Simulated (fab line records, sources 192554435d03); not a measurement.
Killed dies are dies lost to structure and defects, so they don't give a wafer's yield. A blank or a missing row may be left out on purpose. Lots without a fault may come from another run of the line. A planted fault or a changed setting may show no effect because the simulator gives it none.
Split-lot experiment | flow n5_finfet | 7 lots, 21 wafers read, on a route of 1938 steps

THE SPLIT
At N5_DUMMY_GATE_COAT_28 (time 60 s, resist thk 10 nm), the setting spin_rpm was moved away from the recipe's 1500 rpm on 7 of the 21 wafers read, by +3.8% to +9.1%. The other wafers ran this setting at the recipe's value.

The reading is taken at the split's own step.

THE READING
underlayer_of_DUMMY_GATE_COAT_28.thk_nm (the simulator's own value, which no gauge read), in nm, at N5_DUMMY_GATE_COAT_28 (time 60 s, resist thk 10 nm). The file gives no usual value for it.

wafer  | tool, chamber at the split | spin_rpm as run, rpm | against the recipe | underlayer_of_DUMMY_GATE_COAT_28.thk_nm, nm | against lot-mates on the recipe
L076.1 | litho_track-03, 0          | 1500                 | recipe             | 10                                          | -
L076.3 | litho_track-03, 0          | 1500                 | recipe             | 10                                          | -
L076.5 | litho_track-03, 0          | 1500                 | recipe             | 10                                          | -
L077.2 | litho_track-05, 0          | 1500                 | recipe             | 10                                          | -
L077.3 | litho_track-05, 0          | 1500                 | recipe             | 10                                          | -
L077.6 | litho_track-05, 0          | 1500                 | recipe             | 10                                          | -
L078.3 | litho_track-03, 0          | 1636                 | +9.1%              | 9.6                                         | no lot-mate on the recipe
L078.4 | litho_track-03, 0          | 1636                 | +9.1%              | 9.6                                         | no lot-mate on the recipe
L078.6 | litho_track-03, 0          | 1636                 | +9.1%              | 9.6                                         | no lot-mate on the recipe
L080.3 | litho_track-05, 0          | 1557                 | +3.8%              | 9.8                                         | -0.2
L080.5 | litho_track-05, 0          | 1557                 | +3.8%              | 9.8                                         | -0.2
L080.4 | litho_track-05, 0          | 1500                 | recipe             | 10                                          | -
L083.3 | litho_track-03, 0          | 1500                 | recipe             | 10                                          | -
L083.6 | litho_track-03, 0          | 1500                 | recipe             | 10                                          | -
L083.5 | litho_track-03, 0          | 1565                 | +4.3%              | 9.8                                         | -0.2
L086.1 | litho_track-05, 0          | 1618                 | +7.9%              | 9.6                                         | -0.4
L086.3 | litho_track-05, 0          | 1500                 | recipe             | 10                                          | -
L086.5 | litho_track-05, 0          | 1500                 | recipe             | 10                                          | -
L091.1 | litho_track-05, 0          | 1500                 | recipe             | 10                                          | -
L091.3 | litho_track-05, 0          | 1500                 | recipe             | 10                                          | -
L091.4 | litho_track-05, 0          | 1500                 | recipe             | 10                                          | -

THE FIT
A straight line over all 21 wafers: underlayer_of_DUMMY_GATE_COAT_28.thk_nm changes by -0.0458 nm for each +1% of spin_rpm; r = -1.00; the points scatter about the line by 0.014 nm.
The same after taking each lot's own level away (the mean of its wafers on the recipe; 18 wafers): -0.0505 nm for each +1%; r = -1.00; scatter 0.0056 nm.
On that fit, the largest move of spin_rpm shifts the reading by 0.46 nm.
The lots' own levels span 10.00 to 10.00 nm.
So the lot-to-lot level changes the slope little: the two slopes agree.
Check: with one of the wafers moved furthest among these (+7.9%) left out of the fit, the line predicts -0.394 nm for it against its lot-mates. It came out at -0.4 nm against them.

OTHER SPLITS ON THESE WAFERS
These wafers also went through other splits before the reading. Each is held against what the fit with the lots' levels taken away leaves over:
other split on the same wafers                    | wafers away from the commonest value | r with underlayer_of_DUMMY_GATE_COAT_28.thk_nm (lot level and that fit taken away)
N5_ZERO_LAYER_COAT_05 spin_rpm                    | 8                                    | -0.39
N5_ZERO_LAYER_EXPOSE_08 dose_mj                   | 9                                    | +0.05
N5_PMOS_HMC_CHANNEL_EPI_PEB_07 peb_time_s         | 8                                    | -0.26
N5_PMOS_HMC_CHANNEL_EPI_DEVELOP_08 develop_time_s | 11                                   | +0.62
N5_FIN_SAQP_EXPOSE_13 dose_mj                     | 5                                    | +0.00
N5_FIN_SAQP_DEVELOP_15 develop_time_s             | 9                                    | -0.21
N5_FIN_CUT_COAT_19 spin_rpm                       | 9                                    | -0.23

THE FILE'S OWN FIT
underlayer_of_DUMMY_GATE_COAT_28.thk_nm changes by -0.0502 nm for each +1% of spin_rpm, r = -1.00.
